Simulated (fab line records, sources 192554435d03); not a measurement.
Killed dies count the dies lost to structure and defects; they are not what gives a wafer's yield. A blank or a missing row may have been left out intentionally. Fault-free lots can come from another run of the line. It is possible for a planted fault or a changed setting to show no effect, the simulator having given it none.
Struck lot and sound lot, side by side + flow n5Finfet + 20 steps out of a route of 1938
Sound: these wafers, L189.4, L189.5, L189.6. Wafers L200.2, L200.3, L200.4 were the ones struck. The cause comes at the end.
Per side, at each step with rows, come the tool, then ch with its chambers, and then its first start. Under that, the readings that differ: sound wafers + struck wafers + difference of the means + sigmas: that difference in standard deviations of wafers without a fault.
alike: same words and numbers on both sides, and readings whose means sit less than 2 such deviations apart. not compared: any withheld reading, any reading some wafer has no value for, any bound like >300 that may hide the same value, and any number with overlapping values for which the record gives no deviation.
A row with sigmas, a row that says differs or no value, or rows on one side alone: a step with any of these is where the two part. Numbers that have no deviation but don't overlap get no sigmas and don't part them. A reading that every wafer of one side lacks parts them only if that side has two wafers or more.

first, 8 steps without rows for these wafers: N5_BEOL_M12_DESCUM_15 (chemistry O2, time 7.9 s); N5_BEOL_M12_ETCH_59 (etches BARC in N2/H2, target depth 89 nm, overetch 26.7 nm, time 67.9 s); N5_BEOL_M12_VIA_ETCH_16 (etches SiOC in C4F8/O2/Ar, target depth 724.8 nm); N5_BEOL_M12_STRIP_63 (strips in N2/H2); N5_BEOL_M12_STRIP_64 (strips in N2/H2); N5_BEOL_M12_STRIP_71 (strips in post etch residue remover, time 60 s); N5_BEOL_M12_SRD_72 (time 30 s, dry time 30 s); N5_BEOL_M12_COAT_65 (time 60 s, resist thk 300 nm).
N5_BEOL_M12_COAT_66: time 60 s, resist thk 110 nm.
  sound on lithoTrack-01 ch 0, day 11 11:53; struck on lithoTrack-01 ch 0, day 14 12:19
| reading                                    | sound                | struck               | difference | sigmas |
|--------------------------------------------|----------------------|----------------------|------------|--------|
| spinSpeedRpm (rpm)                         | 1498.4 1500.3 1499.8 | 1563.2 1565.1 1564.5 | +64.8      | +65    |
| model.SiARC_of_BEOL_M12_COAT_66.thkNm (nm) | 110.2 110 110        | 107.8 107.8 108      | -2.2       |        |
  alike: dispensePressureKPa
then, 8 steps without rows for these wafers: N5_BEOL_M12_COAT_22 (resist thk 300 nm); N5_BEOL_M12_EBR_24; N5_BEOL_M12_SOFTBAKE_23 (time 60 s); N5_BEOL_M12_EXPOSE_25 (exposes mask M12); N5_BEOL_M12_PEB_26 (peb time 90 s); N5_BEOL_M12_DEVELOP_27 (develop time 45 s); N5_BEOL_M12_HARDBAKE_32 (time 120 s); N5_BEOL_M12_DESCUM_33 (chemistry O2, time 7.9 s).
N5_BEOL_M12_ETCH_67: etches SiARC in CF4, target depth 143 nm, time 238.3 s.
  sound on rieDiel-06 ch 0,1, day 11 12:29; struck on rieDiel-06 ch 1,2,3, day 14 12:53
| reading                 | sound           | struck          | difference | sigmas |
|-------------------------|-----------------|-----------------|------------|--------|
| model.etch.depthNm (nm) | 110.1 110 109.9 | 107.9 107.8 108 | -2.1       |        |
  alike: cf4FlowSccm, drypumpMotorCurrentA, etchRfOnTimeS, mfcArSccm, oesProductAu, rfVppV, showerheadPlenumPTorr, throttleValvePct
  not compared: rfHoursCounterH, model.coat_of_BEOL_M12_COAT_22.thkNm
N5_BEOL_M12_ETCH_68: etches SOC in N2/H2, time 285 s.
  sound on rieDiel-06 ch 0,1, day 11 12:37; struck on rieDiel-06 ch 1,2,3, day 14 13:02
| reading                                    | sound          | struck       | difference | sigmas |
|--------------------------------------------|----------------|--------------|------------|--------|
| model.SiARC_of_BEOL_M12_COAT_66.thkNm (nm) | 85.8 85.8 85.4 | 83.6 83.2 83 | -2.4       |        |
  alike: drypumpMotorCurrentA, oesProductAu, rfVppV, showerheadPlenumPTorr, throttleValvePct
  not compared: rfHoursCounterH
then, 1 step without rows for these wafers: N5_BEOL_M12_STRIP_69 (strips in N2/H2).

## WHERE THEY PART
Only at N5_BEOL_M12_COAT_66, within this record. Later steps at which nothing parts them and some readings are alike: N5_BEOL_M12_ETCH_67, N5_BEOL_M12_ETCH_68.

WHY: whatever the simulator had introduced
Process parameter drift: lithoTrack-01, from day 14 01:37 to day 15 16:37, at N5_BEOL_M12_COAT_66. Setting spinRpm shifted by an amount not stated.
